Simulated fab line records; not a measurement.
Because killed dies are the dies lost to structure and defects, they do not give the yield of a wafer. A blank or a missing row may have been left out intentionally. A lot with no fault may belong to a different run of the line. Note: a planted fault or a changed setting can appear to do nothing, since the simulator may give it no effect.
Chamber matching / flow n5Finfet / N5_FIN_SAQP_ETCH_65 on rieSi-04 has 4 sister chambers
The step etches SiO2 in CF4, target depth 4 nm, time 4.4 s. 8 wafers are shown with their chamber, then 11 later ones without.

== WAFERS WITH THEIR CHAMBER ==
wafer=L082.1; chamber=0; throttleValvePct (%)=21.49; drypumpMotorCurrentA (A)=5.7
wafer=L083.1; chamber=0; throttleValvePct (%)=21.49; drypumpMotorCurrentA (A)=5.7
wafer=L086.4; chamber=3; throttleValvePct (%)=21.99; drypumpMotorCurrentA (A)=5.3
wafer=L086.6; chamber=1; throttleValvePct (%)=22.10; drypumpMotorCurrentA (A)=6.4
wafer=L088.1; chamber=2; throttleValvePct (%)=21.70; drypumpMotorCurrentA (A)=5.7
wafer=L088.5; chamber=2; throttleValvePct (%)=21.70; drypumpMotorCurrentA (A)=5.7
wafer=L088.6; chamber=3; throttleValvePct (%)=21.99; drypumpMotorCurrentA (A)=5.4
wafer=L089.3; chamber=1; throttleValvePct (%)=22.09; drypumpMotorCurrentA (A)=6.4

== WAFERS WITHOUT THEIR CHAMBER ==
wafer=L089.4; throttleValvePct (%)=22.00; drypumpMotorCurrentA (A)=5.4
wafer=L089.6; throttleValvePct (%)=22.08; drypumpMotorCurrentA (A)=6.4
wafer=L092.1; throttleValvePct (%)=21.48; drypumpMotorCurrentA (A)=5.7
wafer=L092.4; throttleValvePct (%)=21.99; drypumpMotorCurrentA (A)=5.4
wafer=L092.6; throttleValvePct (%)=21.98; drypumpMotorCurrentA (A)=5.3
wafer=L094.2; throttleValvePct (%)=22.10; drypumpMotorCurrentA (A)=6.4
wafer=L094.3; throttleValvePct (%)=22.01; drypumpMotorCurrentA (A)=5.4
wafer=L094.5; throttleValvePct (%)=21.70; drypumpMotorCurrentA (A)=5.7
wafer=L095.4; throttleValvePct (%)=21.49; drypumpMotorCurrentA (A)=5.7
wafer=L095.5; throttleValvePct (%)=21.98; drypumpMotorCurrentA (A)=5.4
wafer=L095.6; throttleValvePct (%)=21.70; drypumpMotorCurrentA (A)=5.7

== CHAMBER TAKEN BY EACH ==
wafer=L089.4; from the rows above=3; in truth=3
wafer=L089.6; from the rows above=1; in truth=1
wafer=L092.1; from the rows above=0; in truth=0
wafer=L092.4; from the rows above=3; in truth=3
wafer=L092.6; from the rows above=3; in truth=3
wafer=L094.2; from the rows above=1; in truth=1
wafer=L094.3; from the rows above=3; in truth=3
wafer=L094.5; from the rows above=2; in truth=2
wafer=L095.4; from the rows above=0; in truth=0
wafer=L095.5; from the rows above=3; in truth=3
wafer=L095.6; from the rows above=2; in truth=2
Placed correctly: 11 of 11. Can't be placed from these rows: 0. Wrongly placed: 0.
How it was worked out, from the rows above alone: a wafer's distance from a chamber is the root of the sum, over the readings, of the square of ((its reading less the chamber's mean) divided by the reading's scatter). If the next closest chamber is less than 2 further off than the closest, the wafer can't be placed; otherwise it belongs to the closest. The mean given for a chamber averages the wafers shown for that chamber. The scatter: the root of (the sum of the squares of (reading less its chamber's mean) over the shown wafers, divided by (wafers less chambers)).
